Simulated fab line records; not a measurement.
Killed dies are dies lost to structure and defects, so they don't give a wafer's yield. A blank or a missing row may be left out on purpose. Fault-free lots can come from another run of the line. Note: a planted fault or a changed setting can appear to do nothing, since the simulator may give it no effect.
Chamber matching -- flow n5Finfet -- rieSi-04 running N5_FIN_CUT_CUT_ETCH_28: 4 sister chambers
The step etches Si in HBr/Cl2/O2, target depth 6 nm, time 2.4 s. 7 wafers are shown with their chamber, then 8 later ones without.

== WAFERS, EACH WITH ITS CHAMBER ==
wafer,chamber,drypumpMotorCurrentA (A),oesProductAu (a.u.)
L084.5,3,5.8,0.992
L084.6,2,6.3,1.009
L086.3,3,5.8,0.982
L086.5,2,6.4,1.011
L091.4,0,5.8,0.985
L091.6,1,6.3,1.017
L092.3,1,6.3,1.024

== WAFERS WITHOUT THEIR CHAMBER ==
wafer,drypumpMotorCurrentA (A),oesProductAu (a.u.)
L092.4,6.3,1.004
L092.5,6.3,1.015
L093.1,5.8,0.992
L093.2,6.3,1.023
L093.6,5.8,0.986
L094.1,6.4,1.010
L094.2,6.3,1.023
L094.6,6.3,1.022

== EACH ONE'S CHAMBER ==
wafer,from the rows above,in truth
L092.4,can't be placed: 2 or 1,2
L092.5,can't be placed: 1 or 2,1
L093.1,can't be placed: 3 or 0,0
L093.2,1,1
L093.6,can't be placed: 0 or 3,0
L094.1,can't be placed: 2 or 1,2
L094.2,1,1
L094.6,1,1
Correctly placed: 3 of 8. These rows do not allow placing 5 (true chamber among the candidates in 5). Number placed wrongly: 0.
How it was worked out, from the rows above alone: a wafer's distance from a chamber is the root of the sum, over the readings, of the square of ((its reading less the chamber's mean) divided by the reading's scatter). If the next closest chamber is less than 2 further off than the closest, the wafer can't be placed; otherwise it belongs to the closest. Each chamber's mean is taken over the wafers shown for it. The scatter is the square root of a quotient: the sum, over the shown wafers, of each reading's squared deviation from its chamber's mean, divided by wafers minus chambers.
